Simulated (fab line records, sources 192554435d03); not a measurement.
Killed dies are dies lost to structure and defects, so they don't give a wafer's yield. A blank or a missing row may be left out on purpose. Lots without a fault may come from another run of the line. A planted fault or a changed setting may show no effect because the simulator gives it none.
Chamber matching | flow n5_finfet | N5_FIN_SAQP_HM_DEP_72 on pecvd-01: 3 sister chambers
The step deposits SiO2 from SiH4/N2O, target thk 12 nm, time 7.2 s. 6 wafers are shown with their chamber, then 8 later ones without.

WAFERS WITH THEIR CHAMBER
wafer  | chamber | showerhead_plenum_p_Torr (Torr) | heater_power_w (W)
L081.6 | 2       | 8.16                            | 719
L082.5 | 0       | 8.26                            | 664
L082.6 | 2       | 8.15                            | 815
L083.4 | 0       | 8.26                            | 765
L083.6 | 1       | 8.14                            | 960
L090.2 | 1       | 8.13                            | 947

WAFERS WITHOUT THEIR CHAMBER
wafer  | showerhead_plenum_p_Torr (Torr) | heater_power_w (W)
L090.4 | 8.17                            | 776
L090.6 | 8.16                            | 767
L092.1 | 8.17                            | 770
L092.2 | 8.13                            | 908
L092.5 | 8.13                            | 920
L094.3 | 8.16                            | 810
L094.4 | 8.15                            | 948
L094.5 | 8.17                            | 791

WHICH CHAMBER EACH WENT THROUGH
wafer  | from the rows above     | in truth
L090.4 | 2                       | 2
L090.6 | 2                       | 2
L092.1 | 2                       | 2
L092.2 | 1                       | 1
L092.5 | 1                       | 1
L094.3 | 2                       | 2
L094.4 | can't be placed: 1 or 2 | 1
L094.5 | 2                       | 2
Placed correctly: 7 of 8. Can't be placed from these rows: 1 (the true chamber is among the candidates in 1). Placed wrongly: 0.
How it was worked out, from the rows above alone: a wafer's distance from a chamber is the root of the sum, over the readings, of the square of ((its reading less the chamber's mean) divided by the reading's scatter). The wafer belongs to the nearest chamber; if the next one is less than 2 further off, it can't be placed. A chamber's mean is the mean of its shown wafers. The scatter: the root of (the sum of the squares of (reading less its chamber's mean) over the shown wafers, divided by (wafers less chambers)).
